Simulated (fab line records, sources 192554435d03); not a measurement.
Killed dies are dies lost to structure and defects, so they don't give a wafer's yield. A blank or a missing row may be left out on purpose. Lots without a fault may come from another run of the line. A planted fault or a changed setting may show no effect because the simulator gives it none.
fab line records | flow n5_finfet
record lots=3 wafers=8 last_day=19
route steps=1938 shown BEOL_M13@1684 BEOL_M14@1716 BEOL_M15@1830 PASSIVATION@1936
lots that met no fault: from a run of the same line without faults
start_h: hours from the record's first day to the start of the lot's first wafer shown | wait_h: hours since the lot's step before | " the same as in the row above | L1.1+2: a row that stands for several wafers | - no value, or no start given | * or withheld: withheld | < > ~ a bound
route shown NAME@n: a module of which the file shows steps, and the number in the route of the first | usual: mean/standard deviation of fault-free wafers | same: alike in all rows | chamber/n: place in a boat | sites: the reading at each site | _std_site: their standard deviation | _edge_site: outer sites' mean less inner sites' | radius_mm: how far each site lies from the wafer's centre | mask NAME#n: copy n | behind: the tool/chamber that last shaped the wafer | hold: why the lot was held/for how many hours/how that ended | device: the transistor (n, p or np) that didn't switch | end of line: the same wafers' tests at the end of the route | a step without rows: its recipe alone | killed: dies lost to structure and defects at the first sort, not the wafer's yield | map: a wafer's dies, x killed, . not, _ none there
set.NAME: the setting as run; set.NAME@STEP: as run at that earlier step | model.NAME: the simulator's own value behind a step, which no gauge read
lots at some steps of the route; a table a step, a row a wafer
services: from which hour (start_h, from the record's first day; less than 0 if before it) a tool's chamber was out of use, for how many hours, and why
## steps
# step N5_BEOL_M13_SOFTBAKE_23
# recipe temp_c=130 time_s=60
# step N5_BEOL_M13_EXPOSE_25
# recipe mask_id=M13 na=0.93 source_shape=conventional sigma_outer=0.4 polarization=unpolarized target_cd_nm=210 dose_mj=22
# step N5_BEOL_M13_PEB_26
# recipe peb_temp_c=130 peb_time_s=90
# step N5_BEOL_M13_DEVELOP_27
# recipe develop_time_s=45 rinse_liquid=diw dry=air_spin dev_temp_c=21
# step N5_BEOL_M13_HARDBAKE_32
# recipe temp_c=130 time_s=120
# step N5_BEOL_M13_DESCUM_33
# recipe chemistry=O2 time_s=7.9 source_power_w=50 bias_power_w=20 pressure_mtorr=20 rf_frequency_hz=2.712e+07 temp_c=40 o2_flow_sccm=225
# step N5_BEOL_M13_ETCH_67
# recipe chemistry=CF4 target=SiARC target_depth_a=1430 time_s=238.3 ion_energy_ev=80 pressure_mtorr=40 source_w=545 bias_w=36 Ar_flow_sccm=100 cf4_flow_sccm=100 ends=cleared
# step N5_BEOL_M13_ETCH_68
# recipe chemistry=N2/H2 target=SOC mask_material=SiARC source_w=3000 bias_w=350 temp_c=40 time_s=355 ion_energy_ev=200 pressure_mtorr=30 n2_flow_sccm=200 h2_flow_sccm=200
# step N5_BEOL_M13_STRIP_69
# recipe chemistry=N2/H2 temp_c=40 n2_flow_sccm=200 h2_flow_sccm=200 rf_frequency_hz=6e+07
# step N5_BEOL_M13_TRENCH_ETCH_34
# recipe chemistry=C4F8/O2/Ar target=SiOC target_depth_a=4134.7 mask_material=SOC pressure_mtorr=30 source_w=3000 bias_w=700 Ar_flow_sccm=400 C4F8_flow_sccm=15 O2_flow_sccm=8 he_inner_torr=15 he_outer_torr=30 time_s=162.6 ion_energy_ev=250
# usual drypump_motor_current_A=5.8/0.47 mfc_ar_sccm=400.1/1.2 oes_product_au=0.79/0.088 rf_vpp_V=665/4 showerhead_plenum_p_Torr=3.38/0.14 throttle_valve_pct=24.34/0.3
# columns lot.wafer tool chamber start_h wait_h drypump_motor_current_A mfc_ar_sccm oes_product_au rf_hours_counter_h rf_vpp_V showerhead_plenum_p_Torr throttle_valve_pct model.etch.depth_nm
L476.2 rie_diel-06 2 318.80 0.0 6.1 398.7 0.84 58 665 3.44 24.30 407.3
L476.5 " 3 " " 6.0 402.7 0.67 - 661 3.26 24.60 401.1
L476.6 " 1 " " 6.5 401.2 0.71 - 664 3.38 24.57 405.5
L489.3 rie_diel-06 3 408.17 0.0 6.0 401.4 1.23 10 672 3.65 24.45 611.9
L489.5 " 2 " " 6.1 399.9 1.06 - 668 3.43 24.40 602.7
L493.1 rie_diel-05 2 423.61 0.0 6.0 401.7 0.71 216 668 3.52 24.77 416.5
L493.3 " 0 " " 5.8 400.9 0.85 72 663 3.34 24.29 416.5
L493.4 " 3 " " 5.1 400.2 0.92 25 663 3.34 23.65 425.2
# step N5_BEOL_M13_STRIP_70
# recipe chemistry=C4F8/O2/Ar resist=SiARC rf_frequency_hz=6e+07
# step N5_BEOL_M13_OCD_MEAS_35
# usual trench_depth_nm=411/5.9
# columns lot.wafer tool chamber start_h wait_h trench_depth_nm
L476.2 ocd-01 - 318.98 0.0 407
L476.5 " - " " 401
L476.6 " - " " 406
L489.3 ocd-02 - 408.35 0.0 611
L489.5 " - " " 602
L493.1 ocd-02 - 423.78 0.0 417
L493.3 " - " " 416
L493.4 " - " " 425
# step N5_BEOL_M13_STRIP_37
# recipe chemistry=N2/H2 power_w=1000 temp_c=250 h2_frac=0.65 overash_fraction=0.3 pressure_mtorr=withheld n2_flow_sccm=1750 h2_flow_sccm=3250
# step N5_BEOL_M13_ETCH_38
# recipe chemistry=CF4/N2 target=SiCN target_depth_a=675 taper_deg=2 time_s=71.9 ion_energy_ev=150 mask_material=SiO2 pressure_mtorr=40 source_w=430 bias_w=70 Ar_flow_sccm=100 cf4_flow_sccm=60 n2_flow_sccm=60
# step N5_BEOL_M13_PRECLEAN_39
# recipe chemistry=residue_remover time_s=60 temp_c=40
# step N5_BEOL_M13_SRD_40
# recipe time_s=30 temp_c=23 rinse_liquid=diw dry=n2_spin spin_rpm=1500 dry_time_s=30
# step N5_BEOL_M13_DEGAS_41
# recipe ambient=vacuum temp_c=250 time_s=60
# step N5_BEOL_M13_PRE_CLEAN_42
# recipe gas=H2/He time_s=30 temp_c=250
# step N5_BEOL_M13_SPUTTER_43
# recipe material=TaN target_thk_a=150 temp_c=50 bias_v=168.6 power_w=15000 chamber_pressure_pa=0.12 time_s=24.19
# step N5_BEOL_M13_SPUTTER_44
# recipe material=Ta target_thk_a=100 temp_c=50 bias_v=80 power_w=15000 chamber_pressure_pa=0.07 time_s=16.13
# step N5_BEOL_M13_SPUTTER_45
# recipe material=Cu target_thk_a=800 temp_c=-20 bias_v=60 power_w=26000 chamber_pressure_pa=0.13 time_s=13.33
# step N5_BEOL_M13_ECD_47
# recipe material=Cu target_thk_a=9360
# step N5_BEOL_M13_ANNEAL_48
# recipe temp_c=225 time_s=90 ambient=N2
# step N5_BEOL_M13_CMP_49
# recipe stop_on=SiOC t_overpolish_s=17.1 down_force_psi=1 platen_rpm=50 clearing_platen_down_force_psi=1.5 clearing_platen_rpm=50 post_cmp_clean=cu_alkaline target_thk_nm=420 clearing_platen_pad_velocity_m_s=0.99484 pad_velocity_m_s=0.99484
# usual barrier_field_endpoint_s=30.1/0.63 motor_current_A=6.1/0.59 overpolish_run_s=17.099/0.009 slurry_flow_ml_min=150.1/0.45
# columns lot.wafer tool chamber start_h wait_h barrier_field_endpoint_s motor_current_A overpolish_run_s slurry_flow_ml_min model.Cu_of_BEOL_M13_ECD_47.thk_nm
L476.2 cmp-01 0 323.91 0.2 30.2 5.7 17.095 149.8 414.4
L476.6 " 0 " " 30.3 5.6 17.101 150.0 412.4
L476.5 " 1 " " 29.2 6.5 17.107 150.4 407.2
L489.3 cmp-02 2 412.25 0.2 31.0 6.7 17.097 150.4 617.2
L489.5 " 1 " " 29.0 6.7 17.106 150.5 608.4
L493.4 cmp-02 0 425.98 0.1 30.3 5.8 17.098 149.5 429.6
L493.3 " 2 " " 29.7 6.2 17.097 149.6 421.8
L493.1 " 3 " " 30.5 7.1 17.088 149.8 421.4
# step N5_BEOL_M13_THK_MEAS_50
# recipe thk_meas_gauge=xrf reads=Cu_of_BEOL_M13_ECD_47
# usual M13_THK=418/7
# columns lot.wafer tool chamber start_h wait_h M13_THK[nm]
L476.2 film_metro-02 - 324.21 - 415
L476.5 " - " " 405
L476.6 " - " " 408
L489.3 film_metro-01 - 412.47 - 622
L489.5 " - " " 615
L493.1 film_metro-02 - 426.28 - 418
L493.3 " - " " 417
L493.4 " - " " 426
# step N5_BEOL_M13_PRE_CLEAN_52
# recipe gas=NH3 time_s=15 temp_c=withheld rf_power_w=300
# step N5_BEOL_M13_DEP_53
# recipe material=SiCN target_thk_a=500 temp_c=withheld precursor=3MS/NH3 pressure_torr=3 rf_w=675 time_s=17.8
# step N5_BEOL_M13_RS_MEAS_54
# recipe thk_meas_gauge=four-point-probe reads=Cu_of_BEOL_M13_ECD_47+Ta_of_BEOL_M13_SPUTTER_44+TaN_of_BEOL_M13_SPUTTER_43
# usual M13_RS=0.0452/0.00064
# columns lot.wafer tool chamber start_h wait_h M13_RS[ohm/sq]
L476.2 film_metro-02 - 324.33 0.1 0.0454
L476.5 " - " " 0.0463
L476.6 " - " " 0.0458
L489.3 film_metro-01 - 412.59 0.1 0.0302
L489.5 " - " " 0.0307
L493.1 film_metro-02 - 426.41 0.0 0.0447
L493.3 " - " " 0.0447
L493.4 " - " " 0.0437
# step N5_BEOL_M14_ILD_DEP_00
# recipe material=SiO2 target_thk_a=11193 temp_c=400 precursor=TEOS/O2 pressure_torr=6.5 rf_w=900 teos_flow_sccm=161.4 gas=O2 flow_sccm=2650 time_s=237.4
# step N5_BEOL_M14_COAT_58
# recipe resist=BARC temp_c=205 time_s=60 spin_rpm=1500 resist_thk_nm=89
# step N5_BEOL_M14_COAT_04
# recipe spin_rpm=1704 resist_thk_nm=800
# step N5_BEOL_M14_EBR_06
# recipe solvent=PGMEA ebr_width_mm=1.5
# step N5_BEOL_M14_SOFTBAKE_05
# recipe temp_c=130 time_s=60
# step N5_BEOL_M14_EXPOSE_07
# recipe mask_id=V13 na=0.8 source_shape=annular sigma_inner=0.5 sigma_outer=0.8 polarization=unpolarized attpsm_phase_deg=180 dose_mj=57
# step N5_BEOL_M14_PEB_08
# recipe peb_temp_c=130 peb_time_s=90
# step N5_BEOL_M14_DEVELOP_09
# recipe develop_time_s=45 rinse_liquid=diw dry=air_spin dev_temp_c=21
# step N5_BEOL_M14_HARDBAKE_14
# recipe temp_c=130 time_s=120
# step N5_BEOL_M15_RC_MEAS_101
# usual COMB_M10=1.5e-11/3.7e-12 COMB_M11=1.4e-11/3e-12 COMB_M12=6.2e-12/1.4e-12 COMB_M14=3.6e-12/8.2e-13 COMB_M15=2.7e-12/7.1e-13 COMB_M5=3.9e-11/8.6e-12 COMB_M6=2.5e-11/5.7e-12 COMB_M6_max_site=3.6e-11/9.1e-12 COMB_M7=2.6e-11/5.5e-12 COMB_M8=2.6e-11/5.4e-12 COMB_M9=1.43e-11/3e-12 SERP_M10=3.11/0.083 SERP_M11=3.07/0.073 SERP_M12=0.643/0.02 SERP_M13=0.310/0.0051 SERP_M13_max_site=0.314/0.0054 SERP_M14=0.163/0.0032 SERP_M5=38.7/1.9 SERP_M5_max_site=40.1/2 SERP_M6=14.0/0.66 SERP_M7=13.8/0.55 SERP_M8=14.3/0.52 SERP_M9=3.05/0.079
# columns lot.wafer tool chamber start_h wait_h COMB_M10[S/m] COMB_M11[S/m] COMB_M12[S/m] COMB_M14[S/m] COMB_M15[S/m] COMB_M5[S/m] COMB_M6[S/m] COMB_M6_max_site[S/m] COMB_M7[S/m] COMB_M8[S/m] COMB_M9[S/m] SERP_M10[ohm/um] SERP_M11[ohm/um] SERP_M12[ohm/um] SERP_M13[ohm/um] SERP_M13_max_site[ohm/um] SERP_M14[ohm/um] SERP_M5[ohm/um] SERP_M5_max_site[ohm/um] SERP_M6[ohm/um] SERP_M7[ohm/um] SERP_M8[ohm/um] SERP_M9[ohm/um]
L476.2 prober-02 0 334.45 0.2 1.3e-11 1.4e-11 5.6e-12 2.9e-12 2.1e-12 2.8e-11 2e-11 2.7e-11 1.5e-11 2.7e-11 1.09e-11 3.21 2.99 0.680 0.313 0.314 0.162 36.3 37.4 14.2 12.5 14.1 3.03
L476.5 " 0 " " 1.3e-11 8e-12 6.7e-12 1.7e-12 2.3e-12 2.7e-11 1.7e-11 3e-11 1.6e-11 2.8e-11 1.28e-11 3.09 2.99 0.652 0.316 0.320 0.164 36.9 37.2 15.2 14.1 13.9 3.22
L476.6 " 0 " " 1.2e-11 1.1e-11 7.2e-12 2.1e-12 2.7e-12 2.6e-11 2.8e-11 4.1e-11 1.5e-11 2.6e-11 1.34e-11 3.08 3.03 0.654 0.312 0.314 0.162 35.8 37.5 13.9 13.9 14.1 3.14
L489.3 prober-01 0 424.82 0.3 1.5e-11 1.3e-11 8.3e-12 3.8e-12 4e-12 3.3e-11 2.9e-11 4.8e-11 2.2e-11 2.7e-11 1.54e-11 3.21 3.05 0.619 0.207 0.208 0.160 40.8 42.6 13.6 13.6 14.1 3.07
L489.5 " 0 " " 2.5e-11 1.6e-11 6.7e-12 5.7e-12 3.4e-12 4.9e-11 2.9e-11 3.7e-11 1.7e-11 4.6e-11 1.67e-11 3.01 3.03 0.603 0.208 0.209 0.162 35.8 38.7 14.4 12.8 14.2 2.99
L493.1 prober-01 0 437.80 0.0 1.4e-11 1.3e-11 7.1e-12 3.4e-12 2.8e-12 2.3e-11 2.4e-11 3.5e-11 3e-11 2.9e-11 1.28e-11 3.09 2.98 0.632 0.304 0.306 0.162 37.0 38.1 13.3 13.6 14.6 2.95
L493.3 " 0 " " 1.4e-11 1.2e-11 6.4e-12 5.2e-12 3e-12 3.1e-11 1.7e-11 2.5e-11 2.5e-11 2.9e-11 1.96e-11 3.15 3.15 0.656 0.304 0.307 0.167 37.2 38.3 12.9 14.3 14.0 2.95
L493.4 " 0 " " 1.8e-11 1e-11 6.3e-12 4.5e-12 3.2e-12 2.8e-11 1.7e-11 4.6e-11 2.1e-11 3e-11 1.36e-11 3.08 3.07 0.658 0.296 0.299 0.168 37.2 38.3 12.7 13.5 14.4 2.90
# sites SERP_M13 radius_mm=0,75,75,75,75,140,140,140,140
L476.2 0.311 0.312 0.311 0.311 0.314 0.313 0.313 0.314 0.313
L489.3 0.206 0.207 0.208 0.206 0.208 0.207 0.207 0.206 0.207
L493.1 0.304 0.303 0.303 0.306 0.304 0.306 0.305 0.302 0.304
# step N5_PASSIVATION_PROBE_49
# usual defect_limited_yield=91.5/1.4 killed_at_M0_to_M3=34/11 killed_at_M4_up=15/6 killed_at_contacts=11/5.9 killed_at_front_end=37/11 killed_at_other=3.6/2.9 killed_dies=101/17 killed_open=66/12 killed_short=33/7.8 sort_bin_5_function=5.0/0.97 sort_bin_6_memory=3.2/0.65 sort_n_pass=1079/17 sort_yield_pct=91.4/1.4
# same gross_dies=1180 killed_at_back_side=0 sort_bin_4_leakage[%]=0 sort_bin_8_speed[%]=0
# columns lot.wafer tool chamber start_h wait_h defect_limited_yield[%] killed_at_M0_to_M3 killed_at_M4_up killed_at_contacts killed_at_front_end killed_at_other killed_dies killed_open killed_short sort_bin_5_function[%] sort_bin_6_memory[%] sort_n_pass sort_yield_pct[%]
L476.2 prober-01 - 349.37 0.1 90.7 60 20 4 25 1 110 68 42 4.9 3.9 1070 90.7
L476.5 prober-01 - 349.52 0.2 91.4 46 16 10 30 0 102 63 35 5.5 3.1 1078 91.4
L476.6 prober-01 - 349.57 0.3 91.1 51 14 7 28 5 105 60 45 4.7 4.1 1075 91.1
L493.1 prober-01 - 451.48 0.0 93.6 21 14 3 35 2 75 59 16 3.5 2.8 1105 93.6
L493.3 prober-01 - 451.58 0.1 91.9 35 13 9 33 5 95 59 32 4.4 3.4 1085 91.9
L493.4 prober-01 - 451.63 0.2 93.2 18 13 10 36 3 80 48 32 4.4 2.2 1100 93.2
# killed by level:class
L476.2 BEOL_M0_SAQP:geometric_particle:short=18 BEOL_M0_SAQP:geometric_particle:open=13 BEOL_M3:geometric_particle:open=12 BEOL_M4:geometric_particle:open=11 FIN_SAQP:geometric_particle:short=7 FIN_SAQP:geometric_particle:open=5 BEOL_M1:geometric_particle:open=5 BEOL_M2:geometric_particle:open=5
L476.5 BEOL_M0_SAQP:geometric_particle:short=15 STI_FIN_REVEAL:geometric_particle:open=10 BEOL_M3:geometric_particle:open=10 MOL_CONTACT_COAG:geometric_particle:open=7 FIN_SAQP:geometric_particle:short=6 BEOL_M0_SAQP:geometric_particle:open=6 BEOL_M2:geometric_particle:open=6 BEOL_M4:geometric_particle:open=6
L476.6 BEOL_M0_SAQP:geometric_particle:short=19 BEOL_M3:geometric_particle:open=13 BEOL_M0_SAQP:geometric_particle:open=10 MOL_CONTACT_COAG:geometric_particle:open=7 BEOL_M4:geometric_particle:open=6 STARTING-WAFER:geometric_particle:short=6 FIN_SAQP:geometric_particle:open=5 FIN_SAQP:geometric_particle:short=5
L493.1 STI_FIN_REVEAL:geometric_particle:open=14 BEOL_M2:geometric_particle:open=6 BEOL_M1:geometric_particle:open=5 BEOL_M4:geometric_particle:open=5 DUMMY_GATE:geometric_particle:open=4 BEOL_M0_SAQP:geometric_particle:short=4 STARTING-WAFER:geometric_particle:open=4 STI_FIN_REVEAL:geometric_particle:short=3
L493.3 BEOL_M3:geometric_particle:open=8 BEOL_M4:geometric_particle:open=8 STI_FIN_REVEAL:geometric_particle:open=7 BEOL_M0_SAQP:geometric_particle:open=7 STARTING-WAFER:geometric_particle:short=6 BEOL_M0_SAQP:geometric_particle:short=6 BEOL_M2:geometric_particle:open=6 MOL_CONTACT_COAG:geometric_particle:open=5
L493.4 FIN_SAQP:geometric_particle:short=9 DUMMY_GATE:geometric_particle:open=7 MOL_CONTACT_COAG:geometric_particle:open=7 BEOL_M0_SAQP:geometric_particle:short=6 FIN_SAQP:geometric_particle:open=5 STI_FIN_REVEAL:geometric_particle:open=5 BEOL_M0_SAQP:geometric_particle:open=5 BEOL_M4:geometric_particle:open=5
## services
# columns tool chamber start_h hours kind
rie_diel-06 - 299.45 1.1 repair
rie_diel-05 2 308.01 10.4 repair
rie_diel-05 3 329.66 - clean
rie_diel-05 3 329.66 - consumable_replace:focus_ring
cmp-02 - 331.91 3.7 repair
cmp-01 - 351.41 0.6 repair
rie_diel-06 3 352.48 - clean
rie_diel-06 3 352.48 - consumable_replace:focus_ring
rie_diel-06 3 352.48 - consumable_replace:showerhead
rie_diel-06 3 352.48 16.5 scheduled_down
rie_diel-06 3 352.48 16.5 vent_cycle
rie_diel-06 1 354.73 9.2 repair
cmp-01 - 356.48 5.5 pm
cmp-02 - 357.00 0.5 repair
cmp-02 - 362.91 10.7 pm
cmp-02 - 384.46 2.4 repair
cmp-01 - 393.76 4.0 repair
cmp-01 - 405.18 0.3 repair
## key
first_sign step=N5_BEOL_M13_TRENCH_ETCH_34 reading=oes_product_au direction=up sigmas=4 usual=0.79 struck=1.14
effect step=N5_BEOL_M13_OCD_MEAS_35 reading=trench_depth_nm direction=up sigmas=33 usual=411 struck=607
effect step=N5_BEOL_M13_THK_MEAS_50 reading=M13_THK direction=up sigmas=29 usual=418 struck=619
effect step=N5_BEOL_M13_RS_MEAS_54 reading=M13_RS direction=down sigmas=23 usual=0.0452 struck=0.0304
effect step=N5_BEOL_M15_RC_MEAS_101 reading=SERP_M13 direction=down sigmas=20 usual=0.310 struck=0.207
model_effect step=N5_BEOL_M13_TRENCH_ETCH_34 value=etch.depth_nm without=413.2 struck=607.3
model_effect step=N5_BEOL_M13_CMP_49 value=Cu_of_BEOL_M13_ECD_47.thk_nm without=418.6 struck=612.8
met_at N5_BEOL_M13_TRENCH_ETCH_34
struck_wafers L489.3,L489.5
onset_between 318.80 408.17
fault kind=process_parameter_drift tool=rie_diel-06 chamber=- onset_h=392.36 steps=N5_BEOL_M13_TRENCH_ETCH_34 channel=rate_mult offset=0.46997 shape=step end_h=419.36 scope=struck_wafers_only
